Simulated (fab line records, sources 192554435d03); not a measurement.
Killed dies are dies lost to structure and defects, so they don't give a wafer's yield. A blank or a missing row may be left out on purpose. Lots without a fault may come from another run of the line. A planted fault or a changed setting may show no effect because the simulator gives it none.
Chamber matching | flow n5_finfet | N5_BEOL_M0_STRIP_140 on rie_diel-05: 4 sister chambers
The step strips in CF4. 20 wafers are shown with their chamber, then 10 later ones without.

WAFERS WITH THEIR CHAMBER
wafer  | chamber | drypump_motor_current_A (A) | showerhead_plenum_p_Torr (Torr) | throttle_valve_pct (%)
L075.2 | 3       | 4.9                         | 1.70                            | 13.57
L075.4 | 3       | 4.9                         | 1.70                            | 13.55
L075.6 | 3       | 4.9                         | 1.70                            | 13.53
L076.2 | 2       | 5.2                         | 1.82                            | 13.15
L076.5 | 3       | 4.9                         | 1.70                            | 13.56
L076.6 | 1       | 6.5                         | 1.73                            | 13.64
L081.2 | 3       | 4.9                         | 1.69                            | 13.59
L081.4 | 2       | 5.2                         | 1.82                            | 13.16
L081.6 | 2       | 5.2                         | 1.82                            | 13.17
L089.2 | 1       | 6.4                         | 1.73                            | 13.68
L089.5 | 3       | 4.8                         | 1.69                            | 13.62
L089.6 | 0       | 5.9                         | 1.75                            | 13.08
L090.2 | 3       | 4.8                         | 1.69                            | 13.63
L090.5 | 0       | 6.0                         | 1.75                            | 13.12
L090.6 | 3       | 4.8                         | 1.69                            | 13.63
L092.2 | 2       | 5.2                         | 1.81                            | 13.21
L092.3 | 0       | 6.0                         | 1.75                            | 13.12
L092.5 | 2       | 5.2                         | 1.81                            | 13.22
L094.1 | 2       | 5.2                         | 1.81                            | 13.21
L094.3 | 1       | 6.4                         | 1.72                            | 13.70

SIGNATURES (means of the wafers above)
reading                  | chamber 0 | chamber 1 | chamber 2 | chamber 3 | scatter within a chamber
drypump_motor_current_A  | 5.967     | 6.433     | 5.200     | 4.862     | 0.0448
showerhead_plenum_p_Torr | 1.7500    | 1.7267    | 1.8150    | 1.6950    | 0.0051
throttle_valve_pct       | 13.1067   | 13.6733   | 13.1867   | 13.5850   | 0.0334
Rule: a wafer's distance from a chamber is the root of the sum, over the readings, of the square of ((its reading less the chamber's mean) divided by the reading's scatter). The wafer belongs to the nearest chamber; if the next one is less than 2 further off, it can't be placed. The scatter: the root of (the sum of the squares of (reading less its chamber's mean) over the shown wafers, divided by (wafers less chambers)).

WAFERS WITHOUT THEIR CHAMBER
wafer  | drypump_motor_current_A (A) | showerhead_plenum_p_Torr (Torr) | throttle_valve_pct (%)
L094.5 | 6.4                         | 1.72                            | 13.70
L095.3 | 5.2                         | 1.81                            | 13.23
L095.4 | 6.0                         | 1.74                            | 13.11
L095.5 | 4.8                         | 1.68                            | 13.65
L096.3 | 5.2                         | 1.81                            | 13.25
L096.5 | 4.9                         | 1.68                            | 13.66
L096.6 | 5.8                         | 1.74                            | 13.11
L097.1 | 5.9                         | 1.74                            | 13.12
L097.2 | 4.8                         | 1.68                            | 13.67
L097.6 | 6.0                         | 1.74                            | 13.13

WHICH CHAMBER EACH WENT THROUGH
wafer  | from the rows above | in truth
L094.5 | 1                   | 1
L095.3 | 2                   | 2
L095.4 | 0                   | 0
L095.5 | 3                   | 3
L096.3 | 2                   | 2
L096.5 | 3                   | 3
L096.6 | 0                   | 0
L097.1 | 0                   | 0
L097.2 | 3                   | 3
L097.6 | 0                   | 0
Placed correctly: 10 of 10. Can't be placed from these rows: 0. Placed wrongly: 0.
